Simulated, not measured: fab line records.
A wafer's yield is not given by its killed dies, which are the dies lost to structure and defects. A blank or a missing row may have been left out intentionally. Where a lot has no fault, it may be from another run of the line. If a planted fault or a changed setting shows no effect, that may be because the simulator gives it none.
fab line records || flow n5_finfet
record {"lots": 3, "wafers": 9, "last_day": 19}
route steps=1938 shown BEOL_M5@1120 PASSIVATION@1936
lots that met no fault: from a run of the same line without faults
start_h: hours from the record's first day to the start of the lot's first wafer shown || wait_h: hours elapsed since this lot's preceding step || " repeats the value in the row above || L1.1+2: a row that stands for several wafers || - no value present, or no start provided || * or withheld: withheld || < > ~ a bound
route shown NAME@n: NAME is a module with steps in the file, n the number in the route of the first one || usual: mean/standard deviation of fault-free wafers || same: alike in all rows || chamber/n: place in a boat || sites: per-site readings || _std_site: how widely they spread, as a standard deviation || _edge_site: inner sites' mean taken away from outer sites' mean || radius_mm: how far each site lies from the wafer's centre || mask NAME#n: copy n || behind: the most recent tool/chamber to have shaped the wafer || hold: why the lot was held/for how many hours/how that ended || device: which transistor (n, p or np) failed to switch || end of line: the route-end tests of the same wafers || for a step that has no rows: nothing shown but its recipe || killed: not the wafer's yield, but the dies lost to structure and defects at the first sort || map: a wafer's dies, x killed, . not, _ none there
set.NAME: the run value of the setting; set.NAME@STEP: its run value at that earlier step || model.NAME: the simulator's own value behind a step, which no gauge read
certain route steps with their lots: each step a table, each wafer a row
services: a tool's chamber out of use, with start hour (start_h, from the record's first day; less than 0 if before it), hours out, and reason
## steps
# step N5_BEOL_M5_COAT_05
# recipe {"resist": "CAR-EUV", "spin_rpm": 1500, "resist_thk_nm": 30}
# step N5_BEOL_M5_EBR_07
# recipe {"solvent": "PGMEA", "ebr_width_mm": 1.5}
# step N5_BEOL_M5_SOFTBAKE_06
# recipe {"temp_c": 110, "time_s": 60, "resist": "CAR-EUV"}
# step N5_BEOL_M5_EXPOSE_08
# recipe {"mask_id": "M5", "na": 0.33, "source_shape": "annular", "sigma_inner": 0.4, "sigma_outer": 0.8, "polarization": "unpolarized", "target_cd_nm": 28, "dose_mj": 35.75}
# step N5_BEOL_M5_PEB_09
# recipe {"peb_temp_c": 100, "peb_time_s": 60, "resist": "CAR-EUV"}
# step N5_BEOL_M5_DEVELOP_10
# recipe {"develop_time_s": 30, "developer": "TMAH", "resist": "CAR-EUV", "rinse_liquid": "surfactant_rinse", "dry": "air_spin", "dev_temp_c": 23}
# step N5_BEOL_M5_DESCUM_16
# recipe {"chemistry": "O2", "time_s": 7, "source_power_w": 50, "bias_power_w": 20, "pressure_mtorr": 20, "rf_frequency_hz": 2.712e+07, "temp_c": 40, "resist": "CAR-EUV", "o2_flow_sccm": 225}
# step N5_BEOL_M5_ETCH_72
# recipe {"chemistry": "N2/H2", "target": "underlayer", "target_depth_a": 65, "mask_material": "CAR-EUV", "time_s": 5.2, "ion_energy_ev": 200, "pressure_mtorr": 30, "source_w": 840, "bias_w": 150, "n2_flow_sccm": 200, "h2_flow_sccm": 200, "ends": "cleared"}
# step N5_BEOL_M5_ETCH_61
# recipe {"chemistry": "CF4", "target": "SiARC", "target_depth_a": 156, "mask_material": "CAR-EUV", "time_s": 26, "ion_energy_ev": 80, "pressure_mtorr": 40, "source_w": 545, "bias_w": 36, "Ar_flow_sccm": 100, "cf4_flow_sccm": 100, "ends": "cleared"}
# step N5_BEOL_M5_ETCH_62
# recipe {"chemistry": "N2/H2", "target": "SOC", "target_depth_a": 750, "overetch_a": 150, "mask_material": "SiARC", "temp_c": 40, "time_s": 112.5, "ion_energy_ev": 200, "pressure_mtorr": 30, "source_w": 840, "bias_w": 150, "n2_flow_sccm": 200, "h2_flow_sccm": 200}
# usual {"drypump_motor_current_A": "5.6/0.34", "oes_product_au": "0.60/0.058", "rf_fwd_power_W": "836.9/2.8", "rf_vpp_V": "524.5/2.5", "showerhead_plenum_p_Torr": "2.56/0.085", "throttle_valve_pct": "18.03/0.22"}
{"lot.wafer": "L271.1", "tool": "rie_diel-03", "chamber": 3, "start_h": 180.47, "wait_h": 0.0, "drypump_motor_current_A": 5.5, "oes_product_au": 0.58, "rf_fwd_power_W": 838.5, "rf_hours_counter_h": 198, "rf_vpp_V": 524.0, "showerhead_plenum_p_Torr": 2.51, "throttle_valve_pct": 18.22}
{"lot.wafer": "L271.4", "tool": "rie_diel-03", "chamber": 0, "start_h": 180.47, "wait_h": 0.0, "drypump_motor_current_A": 5.4, "oes_product_au": 0.59, "rf_fwd_power_W": 840.2, "rf_hours_counter_h": 181, "rf_vpp_V": 524.3, "showerhead_plenum_p_Torr": 2.54, "throttle_valve_pct": 18.08}
{"lot.wafer": "L271.6", "tool": "rie_diel-03", "chamber": 3, "start_h": 180.47, "wait_h": 0.0, "drypump_motor_current_A": 5.5, "oes_product_au": 0.59, "rf_fwd_power_W": 837.2, "rf_hours_counter_h": "-", "rf_vpp_V": 522.6, "showerhead_plenum_p_Torr": 2.51, "throttle_valve_pct": 18.21}
{"lot.wafer": "L288.1", "tool": "rie_diel-03", "chamber": 1, "start_h": 314.32, "wait_h": 0.0, "drypump_motor_current_A": 5.9, "oes_product_au": 0.68, "rf_fwd_power_W": 838.9, "rf_hours_counter_h": 34, "rf_vpp_V": 528.0, "showerhead_plenum_p_Torr": 2.70, "throttle_valve_pct": 17.96}
{"lot.wafer": "L288.2", "tool": "rie_diel-03", "chamber": 2, "start_h": 314.32, "wait_h": 0.0, "drypump_motor_current_A": 5.3, "oes_product_au": 0.57, "rf_fwd_power_W": 831.9, "rf_hours_counter_h": 181, "rf_vpp_V": 524.9, "showerhead_plenum_p_Torr": 2.51, "throttle_valve_pct": 18.06}
{"lot.wafer": "L288.3", "tool": "rie_diel-03", "chamber": 3, "start_h": 314.32, "wait_h": 0.0, "drypump_motor_current_A": 5.5, "oes_product_au": 0.56, "rf_fwd_power_W": 839.5, "rf_hours_counter_h": 233, "rf_vpp_V": 522.4, "showerhead_plenum_p_Torr": 2.50, "throttle_valve_pct": 18.25}
{"lot.wafer": "L292.1", "tool": "rie_diel-02", "chamber": 0, "start_h": 344.99, "wait_h": 0.0, "drypump_motor_current_A": 5.8, "oes_product_au": 0.64, "rf_fwd_power_W": 836.4, "rf_hours_counter_h": 99, "rf_vpp_V": 521.6, "showerhead_plenum_p_Torr": 2.47, "throttle_valve_pct": 17.55}
{"lot.wafer": "L292.2", "tool": "rie_diel-02", "chamber": 1, "start_h": 344.99, "wait_h": 0.0, "drypump_motor_current_A": 5.6, "oes_product_au": 0.55, "rf_fwd_power_W": 840.2, "rf_hours_counter_h": 233, "rf_vpp_V": 526.7, "showerhead_plenum_p_Torr": 2.62, "throttle_valve_pct": 18.19}
{"lot.wafer": "L292.4", "tool": "rie_diel-02", "chamber": 3, "start_h": 344.99, "wait_h": 0.0, "drypump_motor_current_A": 5.1, "oes_product_au": 0.68, "rf_fwd_power_W": 837.8, "rf_hours_counter_h": 66, "rf_vpp_V": 527.4, "showerhead_plenum_p_Torr": 2.68, "throttle_valve_pct": 17.87}
# step N5_BEOL_M5_STRIP_63
# recipe {"chemistry": "N2/H2", "temp_c": 40, "n2_flow_sccm": 200, "h2_flow_sccm": 200, "rf_frequency_hz": 6e+07}
# step N5_BEOL_M5_STRIP_73
# recipe {"chemistry": "N2/H2", "temp_c": 40, "n2_flow_sccm": 200, "h2_flow_sccm": 200, "rf_frequency_hz": 6e+07}
# step N5_BEOL_M5_STRIP_64
# recipe {"chemistry": "CF4", "resist": "SiARC", "power_w": 300, "bias_power_w": 75, "pressure_mtorr": 50, "cf4_flow_sccm": 150, "rf_frequency_hz": 6e+07}
# step N5_BEOL_M5_HM_OPEN_17
# recipe {"chemistry": "Cl2/BCl3", "target_depth_a": 200, "overetch_a": 60, "target": "TiN", "mask_material": "SOC", "ion_energy_ev": 150, "pressure_mtorr": 10, "icp_w": 1000, "bias_w": 126, "Cl2_flow_sccm": 53.25, "bcl3_flow_sccm": 21.75, "Ar_flow_sccm": 25}
# step N5_BEOL_M5_STRIP_19
# recipe {"chemistry": "O2", "power_w": 400, "temp_c": 40, "pressure_mtorr": 30, "rf_frequency_hz": 6e+07, "bias_power_w": 0, "overash_fraction": 0.2, "o2_flow_sccm": 225}
# step N5_BEOL_M5_COAT_65
# recipe {"resist": "SOC", "temp_c": 250, "time_s": 60, "spin_rpm": 1500, "resist_thk_nm": 60}
# step N5_BEOL_M5_COAT_66
# recipe {"resist": "SiARC", "temp_c": 220, "time_s": 60, "spin_rpm": 1500, "resist_thk_nm": 12}
# step N5_BEOL_M5_COAT_74
# recipe {"resist": "underlayer", "temp_c": 205, "time_s": 60, "spin_rpm": 1500, "resist_thk_nm": 5}
# step N5_BEOL_M5_COAT_22
# recipe {"resist": "CAR-EUV", "spin_rpm": 1500, "resist_thk_nm": 30}
# step N5_BEOL_M5_EBR_24
# recipe {"solvent": "PGMEA", "ebr_width_mm": 1.5}
# step N5_BEOL_M5_SOFTBAKE_23
# recipe {"temp_c": 110, "time_s": 60, "resist": "CAR-EUV"}
# step N5_BEOL_M5_EXPOSE_25
# recipe {"mask_id": "V4", "na": 0.33, "source_shape": "quasar", "sigma_inner": 0.2, "sigma_outer": 0.6, "polarization": "unpolarized", "defocus_nm": 10, "dose_mj": 52.75}
# step N5_BEOL_M5_PEB_26
# recipe {"peb_temp_c": 100, "peb_time_s": 60, "resist": "CAR-EUV"}
# step N5_BEOL_M5_DEVELOP_27
# recipe {"develop_time_s": 30, "developer": "TMAH", "resist": "CAR-EUV", "rinse_liquid": "surfactant_rinse", "dry": "air_spin", "dev_temp_c": 23}
# step N5_BEOL_M5_INSPECT_30
# recipe {"mode": "adi", "inspect_instrument": "brightfield"}
# usual {"raw_defect_count": "388/90"}
{"lot.wafer": "L271.1", "tool": "defect_inspect-02", "chamber": "-", "start_h": 181.70, "wait_h": 0.1, "raw_defect_count": 413}
{"lot.wafer": "L271.4", "tool": "defect_inspect-02", "chamber": "-", "start_h": 181.70, "wait_h": 0.1, "raw_defect_count": 411}
{"lot.wafer": "L271.6", "tool": "defect_inspect-02", "chamber": "-", "start_h": 181.70, "wait_h": 0.1, "raw_defect_count": 469}
{"lot.wafer": "L288.1", "tool": "defect_inspect-01", "chamber": "-", "start_h": 316.14, "wait_h": 0.1, "raw_defect_count": 323}
{"lot.wafer": "L288.2", "tool": "defect_inspect-01", "chamber": "-", "start_h": 316.14, "wait_h": 0.1, "raw_defect_count": 546}
{"lot.wafer": "L288.3", "tool": "defect_inspect-01", "chamber": "-", "start_h": 316.14, "wait_h": 0.1, "raw_defect_count": 688}
{"lot.wafer": "L292.1", "tool": "defect_inspect-02", "chamber": "-", "start_h": 348.31, "wait_h": 0.1, "raw_defect_count": 325}
{"lot.wafer": "L292.2", "tool": "defect_inspect-02", "chamber": "-", "start_h": 348.31, "wait_h": 0.1, "raw_defect_count": 453}
{"lot.wafer": "L292.4", "tool": "defect_inspect-02", "chamber": "-", "start_h": 348.31, "wait_h": 0.1, "raw_defect_count": 380}
# step N5_BEOL_M5_DESCUM_33
# recipe {"chemistry": "O2", "time_s": 7, "source_power_w": 50, "bias_power_w": 20, "pressure_mtorr": 20, "rf_frequency_hz": 2.712e+07, "temp_c": 40, "resist": "CAR-EUV", "o2_flow_sccm": 225}
# step N5_PASSIVATION_PROBE_49
# usual {"defect_limited_yield": "91.1/1.4", "killed_at_M0_to_M3": "36/11", "killed_at_M4_up": "14/5.2", "killed_at_contacts": "12/6.1", "killed_at_front_end": "40/12", "killed_at_other": "3.2/2.5", "killed_dies": "105/16", "killed_open": "68/12", "killed_short": "35/8.7", "sort_bin_5_function": "5.2/0.89", "sort_bin_6_memory": "3.3/0.66", "sort_n_pass": "1074/16", "sort_yield_pct": "91.1/1.4"}
# same {"gross_dies": 1180, "killed_at_back_side": 0, "sort_bin_4_leakage[%]": 0, "sort_bin_8_speed[%]": 0}
{"lot.wafer": "L288.3", "tool": "prober-02", "chamber": "-", "start_h": 434.49, "wait_h": 0.1, "defect_limited_yield[%]": 84.0, "killed_at_M0_to_M3": 24, "killed_at_M4_up": 108, "killed_at_contacts": 10, "killed_at_front_end": 47, "killed_at_other": 0, "killed_dies": 189, "killed_open": 63, "killed_short": 31, "sort_bin_5_function[%]": 10.1, "sort_bin_6_memory[%]": 4.4, "sort_n_pass": 991, "sort_yield_pct[%]": 84.0}
# killed by level:class
L288.3 BEOL_M5:unspecified=92 MOL_CONTACT_COAG:geometric_particle:open=10 FIN_SAQP:geometric_particle:short=9 GATE_CUT:geometric_particle:short=9 BEOL_M3:geometric_particle:open=9 BEOL_M0_SAQP:geometric_particle:short=7 FIN_SAQP:geometric_particle:open=6 BEOL_M0_SAQP:geometric_particle:open=6
# map L288.3 (x killed, . not)
_________________....x.......________________
______________.......x.x..x.x..._____________
___________xx...x.............x....__________
__________..................x......._________
________.....x........................_______
_______.....x...............x..x.......______
______.................................._____
_____...............x...x..........x.....____
____.x.x..............x...................___
___.....................................x..__
___..........x.......x.x...............x.x.__
__......................x..................._
__.............x..x.x....x.................._
_.xx.........................................
_x......xx.x.......................x.....x..x
_......................................x.....
_..x......x.....x............................
_.....x.x....................................
_.x....xx..................................x.
_...x..x....x.....x.................x..x.....
_.............x.x....................x.......
__.xx..................x.....x.x.....x......_
__x.x.x.........x..........................._
___.......x...................xx...........__
___.....x........x...x....x..x..x..........__
____.x.xx...........xx..xx................___
_____..............xx.xxxxxxxxxxxx.xx....____
______.............xxxxxxxxxxxxxx......x_____
_______............xxxxxxxxxxxxx.x.....______
________.........x..xxxxxxxxxxxx.x...._______
__________.....x....xxxxxxxxxx.x...._________
___________x....xx.xxxxxxxxxxxxxxx.__________
______________........xxxxx.xx.._____________
_________________..x.xx.xxxxx________________
# map L271.6 (x killed, . not)
_________________............________________
______________x.......x....x...._____________
___________.......................x__________
__________...x.....x.........x.....x_________
________.......................x..x..._______
_______........................x.......______
______................xxx.....x........._____
_____..x.....x.................xx..x.....____
____...........x.......................x..___
___........x.......x.x...........x....x....__
___...x....................................__
__.........x................x...x..........._
__....x.......................x............._
_.....x...........x..x.........x.............
_.....x..........x............x.....x........
_....................xx..........x...........
_xx.........x...x.........x.............x....
_............................x...........x...
_.x.............x....xx............x.........
_.........................x..................
_x.....x.............................x.......
__.........x........x.............x..xxx...._
__..............x.............x........x...._
___...x....x.....x.....x..........x......x.__
___.....................x..x.............x.__
____x...................x.................___
_____......................x.............____
______x.......x........................._____
_______..............x.x......x........______
________..........x..................._______
__________...........x.............x_________
___________...x....xx......x.......__________
______________...........x......_____________
_________________.x..........________________
## services
{"tool": "rie_diel-03", "chamber": 1, "start_h": 161.54, "hours": "-", "kind": "clean"}
{"tool": "rie_diel-03", "chamber": 1, "start_h": 161.54, "hours": "-", "kind": "consumable_replace:focus_ring"}
{"tool": "rie_diel-03", "chamber": 1, "start_h": 161.54, "hours": "-", "kind": "consumable_replace:showerhead"}
{"tool": "rie_diel-03", "chamber": 1, "start_h": 161.54, "hours": 15.7, "kind": "scheduled_down"}
{"tool": "rie_diel-03", "chamber": 1, "start_h": 161.54, "hours": 15.7, "kind": "vent_cycle"}
{"tool": "rie_diel-03", "chamber": "-", "start_h": 238.74, "hours": 15.6, "kind": "pm"}
{"tool": "rie_diel-02", "chamber": "-", "start_h": 241.28, "hours": 5.4, "kind": "repair"}
{"tool": "rie_diel-03", "chamber": 0, "start_h": 260.05, "hours": 1.3, "kind": "repair"}
{"tool": "rie_diel-03", "chamber": "-", "start_h": 329.81, "hours": 14.6, "kind": "pm"}
## key
first_sign {"step": "N5_BEOL_M5_INSPECT_30", "reading": "raw_defect_count", "direction": "up", "sigmas": 3.3, "usual": 388, "struck": 688}
effect {"step": "N5_PASSIVATION_PROBE_49", "reading": "killed_at_M4_up", "direction": "up", "sigmas": 18, "usual": 14, "struck": 108}
more_kills_born_at {"N5_BEOL_M5_ETCH_62@rie_diel-03": 92}
met_at N5_BEOL_M5_ETCH_62
struck_wafers L288.3
onset_between 180.47 314.32
fault {"kind": "chamber_particle_source", "tool": "rie_diel-03", "chamber": 3, "onset_h": 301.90, "steps": "N5_BEOL_M5_ETCH_62", "rate_per_visit_cm2": 0.4977, "end_h": 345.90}
